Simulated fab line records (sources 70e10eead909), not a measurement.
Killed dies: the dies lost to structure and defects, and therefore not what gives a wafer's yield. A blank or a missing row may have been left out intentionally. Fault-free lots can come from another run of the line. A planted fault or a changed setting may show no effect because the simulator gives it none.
Matching of chambers -- flow nandHarc -- NHARC_A_STAIRCASE_ETCHBACK_422 on rieDiel-04 has 4 sister chambers
The step etches the open film in CH3F/O2, target depth 40 nm, time 74.286 s. 22 wafers are shown with their chamber, then 11 later ones without.

## EACH WAFER AND ITS CHAMBER
wafer,chamber,drypumpMotorCurrentA (A),showerheadPlenumPTorr (Torr),rfVppV (V)
L075.2,1,5.77,2.63,246.9
L075.3,3,5.25,2.35,241.9
L075.4,0,6.00,2.39,244.7
L077.2,1,5.77,2.63,246.8
L077.3,2,5.51,2.41,244.0
L077.5,3,5.23,2.35,242.3
L081.2,1,5.77,2.63,247.5
L081.3,2,5.53,2.41,244.4
L081.5,3,5.23,2.35,243.1
L084.1,1,5.77,2.62,248.3
L084.4,2,5.54,2.40,244.0
L084.5,2,5.54,2.40,243.5
L084.2,0,6.03,2.38,244.0
L084.3,3,5.25,2.35,243.9
L084.6,1,5.77,2.62,246.1
L087.2,1,5.79,2.62,247.0
L087.3,2,5.51,2.40,242.9
L087.4,0,6.01,2.38,242.7
L085.2,3,5.25,2.34,243.2
L085.3,1,5.77,2.62,247.4
L085.6,2,5.54,2.40,244.1
L085.1,2,5.52,2.40,243.3

SIGNATURES, as means of the wafers listed above
reading,chamber 0,chamber 1,chamber 2,chamber 3,scatter within a chamber
drypumpMotorCurrentA,6.0133,5.7729,5.5271,5.2420,0.0116
showerheadPlenumPTorr,2.3833,2.6243,2.4029,2.3480,0.00506
rfVppV,243.800,247.143,243.743,242.880,0.708
Rule: a wafer's distance from a chamber is the root of the sum, over the readings, of the square of ((its reading less the chamber's mean) divided by the reading's scatter). If the next closest chamber is less than 2 further off than the closest, the wafer can't be placed; otherwise it belongs to the closest. The scatter: take each reading less its chamber's mean, square it, sum over the shown wafers, divide by the number of wafers less the number of chambers, and take the root.

## WAFERS WITH NO CHAMBER GIVEN
wafer,drypumpMotorCurrentA (A),showerheadPlenumPTorr (Torr),rfVppV (V)
L085.4,6.02,2.38,243.7
L085.5,5.78,2.62,247.8
L092.1,5.78,2.62,246.8
L092.2,5.53,2.40,243.3
L092.4,5.23,2.34,241.4
L095.2,6.01,2.37,242.8
L095.3,5.78,2.62,246.2
L095.6,5.53,2.39,242.4
L096.3,5.22,2.33,241.9
L096.4,5.80,2.61,247.4
L096.6,5.52,2.39,245.9

## WHICH CHAMBER EACH WENT THROUGH
wafer,from the rows above,in truth
L085.4,0,0
L085.5,1,1
L092.1,1,1
L092.2,2,2
L092.4,3,3
L095.2,0,0
L095.3,1,1
L095.6,2,2
L096.3,3,3
L096.4,1,1
L096.6,2,2
Placed correctly: 11 of 11. From these rows, 0 cannot be placed. 0 placed wrongly.
